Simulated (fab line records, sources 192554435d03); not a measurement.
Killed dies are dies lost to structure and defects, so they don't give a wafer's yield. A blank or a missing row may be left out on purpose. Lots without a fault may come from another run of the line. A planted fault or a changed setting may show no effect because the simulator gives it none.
Chamber matching | flow n5_finfet | N5_BEOL_M10_ETCH_61 on rie_diel-02: 4 sister chambers
The step etches SiARC in CF4, target depth 39 nm, time 65 s. 4 wafers are shown with their chamber, then 11 later ones without.

WAFERS WITH THEIR CHAMBER
wafer  | chamber | drypump_motor_current_A (A)
L081.1 | 0       | 5.9
L085.1 | 2       | 6.0
L085.5 | 3       | 5.6
L089.2 | 1       | 6.3

WAFERS WITHOUT THEIR CHAMBER
wafer  | drypump_motor_current_A (A)
L089.3 | 5.9
L089.6 | 5.7
L092.1 | 5.9
L092.2 | 6.0
L092.4 | 5.6
L095.2 | 6.3
L095.3 | 5.6
L095.5 | 5.6
L097.3 | 5.6
L097.4 | 6.0
L097.6 | 5.6

WHICH CHAMBER EACH WENT THROUGH
wafer  | from the rows above | in truth
L089.3 | 0                   | 0
L089.6 | 3                   | 3
L092.1 | 0                   | 0
L092.2 | 2                   | 2
L092.4 | 3                   | 3
L095.2 | 1                   | 1
L095.3 | 3                   | 3
L095.5 | 3                   | 3
L097.3 | 3                   | 3
L097.4 | 2                   | 2
L097.6 | 3                   | 3
Placed correctly: 11 of 11. Can't be placed from these rows: 0. Placed wrongly: 0.
How it was worked out, from the rows above alone: a wafer's distance from a chamber is the root of the sum, over the readings, of the square of ((its reading less the chamber's mean) divided by the reading's scatter). The wafer belongs to the nearest chamber; if the next one is less than 2 further off, it can't be placed. A chamber's mean is the mean of its shown wafers. The scatter: with one shown wafer a chamber, the root of the mean of the squares of how far each hidden wafer lies from its nearest shown one.
